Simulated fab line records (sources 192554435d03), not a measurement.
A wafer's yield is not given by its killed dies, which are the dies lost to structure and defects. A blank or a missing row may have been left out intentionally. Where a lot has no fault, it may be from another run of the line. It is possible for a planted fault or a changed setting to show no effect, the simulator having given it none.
fab line records	flow n5_finfet
record lots=5	wafers=15	last_day=18
route steps=1938 shown GATE_CUT@465
lots with no fault: from the same line, run without faults
start_h: hours from the record's first day to the start of the lot's first wafer shown	wait_h: hours since the lot's step before	" the same as in the row above	L1.1+2: a single row standing in for several wafers	- no value present, or no start provided	* or withheld: withheld	< > ~ a bound
route shown NAME@n: names a module that has steps shown in the file, with the first one's number in the route	usual: average and standard deviation across the fault-free wafers	same: alike in all rows	chamber/n: place in a boat	sites: the reading at each site	_std_site: how widely they spread, as a standard deviation	_edge_site: outer sites' mean less inner sites'	radius_mm: how far each site lies from the wafer's centre	mask NAME#n: copy n	behind: the last tool/chamber to shape the wafer	hold: what put the lot on hold/how long, in hours/how the hold closed	device: the transistor (n, p or np) that didn't switch	end of line: tests run on the same wafers once the route is complete	where a step has no rows: the recipe by itself	killed: dies that structure and defects cost at the first sort, which is not the same as the wafer's yield	map: shows each die of a wafer: x if killed, . if not, _ if none is there
set.NAME: setting as actually run; set.NAME@STEP: the setting as run at that earlier step	model.NAME: the simulator's own value behind a step, which no gauge read
lots at selected steps of the route; one table per step, one row per wafer
services: the hour from which a tool's chamber was out of use, counted from the record's first day as start_h (under 0 if before that day), plus the number of hours and why
## steps
# step N5_GATE_CUT_ETCHBACK_00
# recipe chemistry=SF6/Cl2	target=W	pressure_mtorr=8	icp_w=900	bias_w=80	SF6_flow_sccm=40	Cl2_flow_sccm=60
# usual drypump_motor_current_A=5.7/0.53	oes_product_au=0.76/0.12	throttle_valve_pct=27.68/0.22
lot.wafer	tool	chamber	start_h	wait_h	drypump_motor_current_A	oes_product_au	rf_hours_counter_h	throttle_valve_pct
L085.1	rie_metal-02	1	148.40	0.0	5.0	0.74	66	27.53
L085.4	"	0	"	"	5.6	0.65	-	27.82
L085.5	"	0	"	"	5.6	0.65	-	27.83
L086.2	rie_metal-02	1	161.24	0.0	5.0	0.74	67	27.52
L086.4	"	0	"	"	5.6	0.65	-	27.81
L086.5	"	0	"	"	5.6	0.66	-	27.81
L088.1	rie_metal-02	0	167.03	0.0	5.6	0.65	110	27.82
L088.4	"	1	"	"	5.0	0.74	-	27.53
L088.6	"	1	"	"	5.0	0.74	-	27.53
L090.2	rie_metal-02	0	173.04	0.0	5.6	0.65	111	27.83
L090.3	"	1	"	"	5.0	0.73	-	27.55
L090.6	"	1	"	"	5.0	0.73	-	27.52
L096.1	rie_metal-01	0	212.46	0.0	6.1	0.91	7	27.67
L096.5	"	0	"	"	6.0	0.91	-	27.68
L096.6	"	0	"	"	6.1	0.91	-	27.67
# step N5_GATE_CUT_ETCH_56
# recipe chemistry=Cl2/Ar	target=TiN	target_depth_a=216	pressure_mtorr=10	icp_w=600	bias_w=60	Cl2_flow_sccm=40	Ar_flow_sccm=60
# usual drypump_motor_current_A=5.7/0.52	oes_product_au=0.76/0.12	throttle_valve_pct=21.03/0.21
lot.wafer	tool	chamber	start_h	wait_h	drypump_motor_current_A	oes_product_au	rf_hours_counter_h	throttle_valve_pct
L085.1	rie_metal-02	1	148.52	0.1	5.0	0.73	66	20.97
L085.4	"	0	"	"	5.6	0.65	-	21.19
L085.5	"	0	"	"	5.6	0.66	-	21.16
L086.2	rie_metal-02	1	161.36	0.1	4.9	0.74	67	20.97
L086.4	"	0	"	"	5.6	0.65	-	21.19
L086.5	"	0	"	"	5.6	0.65	-	21.20
L088.1	rie_metal-02	0	167.15	0.1	5.6	0.65	110	21.19
L088.4	"	1	"	"	5.0	0.73	-	20.98
L088.6	"	1	"	"	5.0	0.73	-	20.97
L090.2	rie_metal-02	0	173.16	0.1	5.6	0.65	111	21.19
L090.3	"	1	"	"	5.0	0.74	-	20.96
L090.6	"	1	"	"	4.9	0.73	-	20.98
L096.1	rie_metal-01	0	212.70	0.2	6.1	0.91	7	20.87
L096.5	"	0	"	"	6.1	0.91	-	20.89
L096.6	"	0	"	"	6.1	0.92	-	20.90
# step N5_GATE_CUT_ETCHBACK_30
# recipe chemistry=Cl2/Ar	target=TiN	target_depth_a=30	mode=isotropic	pressure_mtorr=10	icp_w=600	bias_w=60	Cl2_flow_sccm=40	Ar_flow_sccm=60
# usual drypump_motor_current_A=5.7/0.52	oes_product_au=0.76/0.12	throttle_valve_pct=21.03/0.21
lot.wafer	tool	chamber	start_h	wait_h	drypump_motor_current_A	oes_product_au	rf_hours_counter_h	throttle_valve_pct
L085.1	rie_metal-02	1	148.61	0.1	5.0	0.74	66	20.96
L085.4	"	0	"	"	5.7	0.65	-	21.21
L085.5	"	0	"	"	5.6	0.65	-	21.18
L086.2	rie_metal-02	1	161.45	0.1	4.9	0.73	67	20.97
L086.4	"	0	"	"	5.6	0.65	-	21.18
L086.5	"	0	"	"	5.6	0.65	-	21.19
L088.1	rie_metal-02	0	167.24	0.1	5.6	0.66	110	21.18
L088.4	"	1	"	"	5.0	0.73	-	20.97
L088.6	"	1	"	"	4.9	0.73	-	20.97
L090.2	rie_metal-02	0	173.25	0.1	5.6	0.65	111	21.17
L090.3	"	1	"	"	5.0	0.74	-	20.97
L090.6	"	1	"	"	5.0	0.73	-	20.95
L096.1	rie_metal-01	0	212.88	0.1	6.1	0.90	7	20.91
L096.5	"	0	"	"	6.1	0.91	-	20.89
L096.6	"	0	"	"	6.0	0.91	-	20.89
# step N5_GATE_CUT_VAPOR_ETCH_60
# recipe chemistry=BCl3/Cl2	target=HfO2	mode=isotropic
# usual drypump_motor_current_A=5.7/0.52	oes_product_au=0.76/0.12
lot.wafer	tool	chamber	start_h	wait_h	drypump_motor_current_A	oes_product_au
L085.1	rie_metal-02	1	148.64	0.0	5.0	0.74
L085.4	"	0	"	"	5.6	0.64
L085.5	"	0	"	"	5.6	0.64
L086.2	rie_metal-02	1	161.48	0.0	5.0	0.75
L086.4	"	0	"	"	5.6	0.65
L086.5	"	0	"	"	5.6	0.66
L088.1	rie_metal-02	0	167.27	0.0	5.6	0.64
L088.4	"	1	"	"	5.0	0.73
L088.6	"	1	"	"	5.0	0.73
L090.2	rie_metal-02	0	173.28	0.0	5.6	0.65
L090.3	"	1	"	"	4.9	0.74
L090.6	"	1	"	"	4.9	0.74
L096.1	rie_metal-01	0	212.94	0.1	6.1	0.91
L096.5	"	0	"	"	6.1	0.91
L096.6	"	0	"	"	6.1	0.91
# step N5_GATE_CUT_ETCH_58
# recipe chemistry=CH3F/O2	target=SiNx	target_depth_a=170	time_s=128.6	ion_energy_ev=50	pressure_mtorr=30	source_w=415	bias_w=21	Ar_flow_sccm=150	CH3F_flow_sccm=30	O2_flow_sccm=20
# usual drypump_motor_current_A=5.9/0.33	oes_product_au=0.80/0.098	rf_vpp_V=99.2/0.89	showerhead_plenum_p_Torr=2.00/0.072	throttle_valve_pct=16.33/0.25
lot.wafer	tool	chamber	start_h	wait_h	drypump_motor_current_A	oes_product_au	rf_hours_counter_h	rf_vpp_V	showerhead_plenum_p_Torr	throttle_valve_pct
L085.1	rie_diel-02	2	148.73	0.1	5.2	0.93	15	99.4	2.05	16.19
L085.4	"	0	"	"	6.5	0.71	211	98.8	1.90	16.43
L085.5	"	1	"	"	5.9	0.76	-	100.8	2.00	16.48
L086.2	rie_diel-02	0	161.53	0.0	6.5	0.71	216	100.0	1.90	16.46
L086.4	"	0	"	"	6.5	0.71	-	98.2	1.90	16.43
L086.5	"	1	"	"	5.9	0.76	-	99.7	2.00	16.51
L088.1	rie_diel-02	3	167.38	0.1	5.9	0.90	30	98.9	2.05	16.24
L088.4	"	0	"	"	6.6	0.71	-	97.5	1.90	16.45
L088.6	"	3	"	"	5.9	0.90	-	99.2	2.05	16.22
L090.2	rie_diel-02	2	173.46	0.2	5.3	0.92	21	99.6	2.05	16.19
L090.3	"	3	"	"	5.9	0.89	33	98.8	2.05	16.24
L090.6	"	0	"	"	6.6	0.71	-	99.2	1.90	16.46
L096.1	rie_diel-06	2	213.03	0.1	5.9	0.73	145	100.0	2.08	16.07
L096.5	"	3	"	"	5.9	0.84	-	97.7	1.94	16.63
L096.6	"	0	"	"	5.9	0.88	-	99.4	2.05	16.00
# step N5_GATE_CUT_STRIP_59
# recipe chemistry=N2/H2	time_s=20	power_w=100	temp_c=40	pressure_mtorr=100	rf_frequency_hz=6e+07	bias_power_w=3	n2_flow_sccm=300	h2_flow_sccm=300
# usual drypump_motor_current_A=5.9/0.33	h2_flow_sccm=300.1/0.85	oes_product_au=0.80/0.099	rf_vpp_V=45.2/0.85	showerhead_plenum_p_Torr=3.37/0.12	throttle_valve_pct=12.2/0.3
lot.wafer	tool	chamber	start_h	wait_h	drypump_motor_current_A	h2_flow_sccm	oes_product_au	rf_hours_counter_h	rf_vpp_V	showerhead_plenum_p_Torr	throttle_valve_pct
L085.1	rie_diel-02	2	148.83	0.1	5.3	300.3	0.94	15	45.7	3.45	12.0
L085.4	"	0	"	"	6.5	299.5	0.72	211	45.3	3.20	12.4
L085.5	"	1	"	"	5.9	299.2	0.76	-	44.9	3.38	12.5
L086.2	rie_diel-02	0	161.63	0.1	6.5	301.0	0.71	216	46.6	3.20	12.4
L086.4	"	0	"	"	6.6	300.5	0.71	-	43.5	3.20	12.5
L086.5	"	1	"	"	5.9	299.7	0.75	-	45.9	3.38	12.5
L088.1	rie_diel-02	3	167.48	0.1	5.9	301.5	0.91	30	45.5	3.45	12.0
L088.4	"	0	"	"	6.6	300.1	0.70	-	43.8	3.20	12.4
L088.6	"	3	"	"	5.9	300.6	0.91	-	45.8	3.45	12.0
L090.2	rie_diel-02	2	173.56	0.1	5.3	300.2	0.92	21	45.4	3.45	12.1
L090.3	"	3	"	"	5.9	299.5	0.90	34	45.5	3.45	12.1
L090.6	"	0	"	"	6.6	300.2	0.70	-	45.7	3.19	12.5
L096.1	rie_diel-06	2	213.14	0.1	6.0	300.9	0.75	145	44.1	3.52	12.1
L096.5	"	3	"	"	5.9	300.3	0.83	-	45.3	3.29	12.5
L096.6	"	0	"	"	5.9	300.0	0.88	-	44.8	3.43	11.7
# step N5_GATE_CUT_PRECLEAN_31
# recipe temp_c=23	chemistry=DIW	time_s=300
# usual bath_heat_duty_pct=3.6/0.59
lot.wafer	tool	chamber	start_h	wait_h	bath_heat_duty_pct
L085.1	wet_bench-05	0	148.91	0.1	4.2
L085.4	"	1	"	"	3.4
L085.5	"	4	"	"	3.5
L086.2	wet_bench-03	4	161.72	0.1	3.2
L086.4	"	2	"	"	4.1
L086.5	"	0	"	"	4.3
L088.1	wet_bench-03	6	167.57	0.1	3.6
L088.4	"	5	"	"	3.0
L088.6	"	2	"	"	2.6
L090.2	wet_bench-05	5	173.66	0.1	3.1
L090.3	"	4	"	"	3.3
L090.6	"	1	"	"	2.8
L096.1	wet_bench-03	5	213.22	0.1	2.1
L096.5	"	6	"	"	3.5
L096.6	"	4	"	"	3.3
# step N5_GATE_CUT_SRD_32
# recipe time_s=30	temp_c=23	rinse_liquid=diw	dry=ipa_marangoni
# usual bath_heat_duty_pct=3.6/0.63
lot.wafer	tool	chamber	start_h	wait_h	bath_heat_duty_pct
L085.1	wet_bench-05	0	149.00	0.0	4.7
L085.4	"	1	"	"	3.0
L085.5	"	4	"	"	3.8
L086.2	wet_bench-03	4	161.80	0.0	3.3
L086.4	"	2	"	"	3.3
L086.5	"	0	"	"	4.2
L088.1	wet_bench-03	6	167.65	0.0	3.5
L088.4	"	5	"	"	2.8
L088.6	"	2	"	"	3.1
L090.2	wet_bench-05	5	173.74	0.0	3.4
L090.3	"	4	"	"	3.3
L090.6	"	1	"	"	2.6
L096.1	wet_bench-03	5	213.30	0.0	3.0
L096.5	"	6	"	"	3.5
L096.6	"	4	"	"	3.0
# step N5_GATE_CUT_SAC_CAP_01
# recipe material=SiNx	target_thk_a=240	temp_c=400	ald_precursor_family=SiH2I2	ald_co_reactant=N2/H2-plasma	pulse_time_s=1	ald_cycles=480	purge_time_s=2	co_reactant_purge_time_s=2	pressure_torr=2
# usual heater_power_w=850/85	precursor_pulse_height_rel=0.998/0.02
# same co_reactant_purge_time_s=2
lot.wafer	tool	chamber	start_h	wait_h	heater_power_w	precursor_pulse_height_rel
L085.1	ald_sin-01	1	149.04	0.0	902	1.017
L085.4	"	3	"	"	789	1.010
L085.5	"	2	150.13	1.1	739	0.981
L086.2	ald_sin-03	1	161.85	0.0	811	0.985
L086.4	"	3	"	"	847	1.014
L086.5	"	0	162.94	1.1	849	1.049
L088.1	ald_sin-04	0	168.00	0.3	982	0.970
L088.4	"	1	"	"	832	1.005
L088.6	"	0	169.09	1.4	976	0.988
L090.2	ald_sin-04	1	173.84	0.1	841	1.022
L090.3	"	2	"	"	1025	1.033
L090.6	"	0	174.93	1.2	979	0.963
L096.1	ald_sin-01	3	213.35	0.0	769	1.006
L096.5	"	0	214.44	1.1	801	1.008
L096.6	"	1	"	"	866	1.011
## services
tool	chamber	start_h	hours	kind
rie_metal-01	0	153.39	-	clean
rie_metal-01	0	153.39	13.0	scheduled_down
rie_metal-01	0	153.39	13.0	vent_cycle
rie_diel-02	2	161.44	8.3	repair
rie_metal-01	1	173.00	50.6	repair
ald_sin-01	-	178.19	14.0	pm
ald_sin-01	0	178.19	14.0	vent_cycle
ald_sin-01	1	178.19	14.0	vent_cycle
ald_sin-01	2	178.19	14.0	vent_cycle
ald_sin-01	3	178.19	14.0	vent_cycle
rie_diel-06	1	180.43	-	clean
rie_diel-06	1	180.43	-	consumable_replace:focus_ring
rie_diel-06	1	180.43	-	consumable_replace:showerhead
rie_diel-06	1	180.43	19.7	scheduled_down
rie_diel-06	1	180.43	19.7	vent_cycle
rie_diel-02	1	183.49	5.8	repair
ald_sin-01	0	192.19	-	clean
ald_sin-01	1	192.19	-	clean
ald_sin-01	2	192.19	-	clean
ald_sin-01	3	192.19	-	clean
rie_diel-02	-	199.34	2.8	pm
ald_sin-03	-	202.41	6.0	pm
ald_sin-03	-	213.12	1.4	repair
## key
fault none
